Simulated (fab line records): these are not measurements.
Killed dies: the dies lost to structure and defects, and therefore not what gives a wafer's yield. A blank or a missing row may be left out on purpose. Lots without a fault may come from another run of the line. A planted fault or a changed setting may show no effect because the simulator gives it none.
Chamber matching ; flow n5Finfet ; cvdCo-02 running N5_BEOL_M3_CO_CAP_55: 3 sister chambers
The step material Co, precursor CCTBA/H2, target thk 2 nm, time 102.1 s. 3 wafers are shown with their chamber, then 12 later ones without.

## WAFERS PAIRED WITH THEIR CHAMBERS
wafer;chamber;heaterPowerW (W)
L089.4;0;254
L089.5;2;237
L089.6;1;266

## WAFERS WHOSE CHAMBER IS MISSING
wafer;heaterPowerW (W)
L090.1;242
L090.3;254
L090.5;257
L093.2;266
L093.3;261
L093.5;259
L095.1;236
L095.4;237
L095.5;258
L096.1;268
L096.2;261
L096.5;235

## WHICH CHAMBER EACH WENT THROUGH
wafer;from the rows above;in truth
L090.1;2;2
L090.3;0;0
L090.5;can't be placed: 0 or 1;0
L093.2;1;1
L093.3;can't be placed: 1 or 0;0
L093.5;can't be placed: 0 or 1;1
L095.1;2;2
L095.4;2;2
L095.5;can't be placed: 0 or 1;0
L096.1;1;1
L096.2;can't be placed: 1 or 0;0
L096.5;2;2
7 of 12 placed correctly. Unplaceable from these rows: 5, with the true chamber sitting among the candidates in 5. Placed wrongly: 0.
How it was worked out, from the rows above alone: a wafer's distance from a chamber is the root of the sum, over the readings, of the square of ((its reading less the chamber's mean) divided by the reading's scatter). If the next closest chamber is less than 2 further off than the closest, the wafer can't be placed; otherwise it belongs to the closest. For every chamber, the mean is computed from those of its wafers that are shown. The scatter: root of mean squared gap, hidden wafer to nearest shown wafer, with one shown wafer a chamber.
